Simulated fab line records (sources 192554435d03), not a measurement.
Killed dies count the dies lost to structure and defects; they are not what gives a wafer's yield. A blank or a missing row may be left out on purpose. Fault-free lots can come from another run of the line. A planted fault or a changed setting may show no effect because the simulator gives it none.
Code-filled problem report in 8D (eight disciplines) form -- flow n5-finfet -- the parts of the form that need people (team, actions taken, sign-off) are left out

== 1. THE PROBLEM ==
killed_at_M4_up at N5_PASSIVATION_PROBE_49 reads a mean of 166 on 3 wafers of 2 lots; wafers without a fault read 15 with a standard deviation of 5. That puts it +30 standard deviations away from the usual mean.
Earliest sighting: wafer L747.4 on prober-02 at day 16 03:13. Wafers with a number at this step in the record: 33, from 11 lots. Rule for "out", or "out of limits": more than 4 standard deviations from the usual mean. All remaining wafers that have a number are taken as sound.

== 2. WHAT IT IS AND WHAT IT IS NOT ==
question,is,is not
which readings at this step,"killed_at_M4_up, defect-limited-yield, killed-dies, sort_bin_5_function, sort-n-pass, sort-yield-pct","killed_at_M0_to_M3, killed-at-contacts, killed-at-front-end, killed-at-other, killed-short, sort_bin_6_memory, sort_bin_8_speed"
which lots,"L747, L751","L740, L741, L743, L745, L754, L757, L759, L760, L761"
which wafers of those lots,"L747.4, L751.2, L751.5","L747.2, L747.5, L751.6"
read on which tools,prober-02,prober-01
when,from day 16 03:13,"up to then (13 sound wafers); but 17 sound wafers of L747, L751, L754, L757, L759, L760, L761 came after"

== 3. THE SUSPECTS, EACH WITH WHAT RULES IT OUT ==
Counting: any tool at a process step up to the reading remains a suspect provided it ran every lot that is out. Sound lots after the first of them don't rule it out here, since some wafers of a struck lot are sound.
- rie-diel-02 at N5_BEOL_M11_STRIP_36 (strips in N2/H2): kept. Ran every lot that is out, first one L747 (day 13 16:10); last sound lot up to then L743 (day 12 15:01).
- prober-02 at N5_PASSIVATION_PROBE_49: kept. Ran every lot that is out, first one L747 (day 16 03:07); last sound lot up to then L745 (day 15 00:28). Its own readings are out on those wafers: defect-limited-yield, killed_at_M4_up, killed-dies, sort_bin_5_function, sort-n-pass, sort-yield-pct.
- At N5_BEOL_M11_STRIP_36, inside rie-diel-02: chamber 1 took the wafers that are out, while their sound lot-mates went through chambers 0, 2.
Left after counting: rie-diel-02 at N5_BEOL_M11_STRIP_36, prober-02 at N5_PASSIVATION_PROBE_49.

== 4. THE CAUSE (what the simulator had put in) ==
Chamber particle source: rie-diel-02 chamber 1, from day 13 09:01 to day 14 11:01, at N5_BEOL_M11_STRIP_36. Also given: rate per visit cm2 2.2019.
Counting left 2 suspects, and this tool is among them.

== 5. SEQUENCE OF EFFECTS, ordered by route ==
Rows list readings where the struck wafers' mean (over those with a number) sits beyond 3 standard deviations from the usual. Scope: only readings with a usual standard deviation given in the record; hours: median across lots of the time from each lot's start at the first step in this table that gives one to its start at this step; sigmas: change in usual standard deviations.
hours,step,reading,usual,on struck wafers,change,sigmas
0,N5_PASSIVATION_PROBE_49,defect-limited-yield,91.0 %,79.5,-11.5,-8.2
0,N5_PASSIVATION_PROBE_49,killed_at_M4_up,15,166,+151,+30
0,N5_PASSIVATION_PROBE_49,killed-dies,106,242,+136,+8.5
0,N5_PASSIVATION_PROBE_49,sort_bin_5_function,5.2 %,12.4,+7.2,+8.0
0,N5_PASSIVATION_PROBE_49,sort-n-pass,1073,938,-135,-7.9
0,N5_PASSIVATION_PROBE_49,sort-yield-pct,91.0 %,79.5,-11.5,-7.7
Its process steps:
- N5_PASSIVATION_PROBE_49

== 6. HOW IT WOULD HAVE BEEN CAUGHT EARLIER ==
66 hours passed between the start of the fault at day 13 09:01 and the first reading out of limits in this record, taken at day 16 03:13.
Of the tool readings at N5_BEOL_M11_STRIP_36 for which the record gives a usual standard deviation, none was out on any struck wafer, so an alarm limit of 4 standard deviations on them would not have fired.
By day 16 03:13 the whole set of lots that are out, 2 in number, had already begun N5_BEOL_M11_STRIP_36 on rie-diel-02. Tool hold at that time: it would have spared none of them.
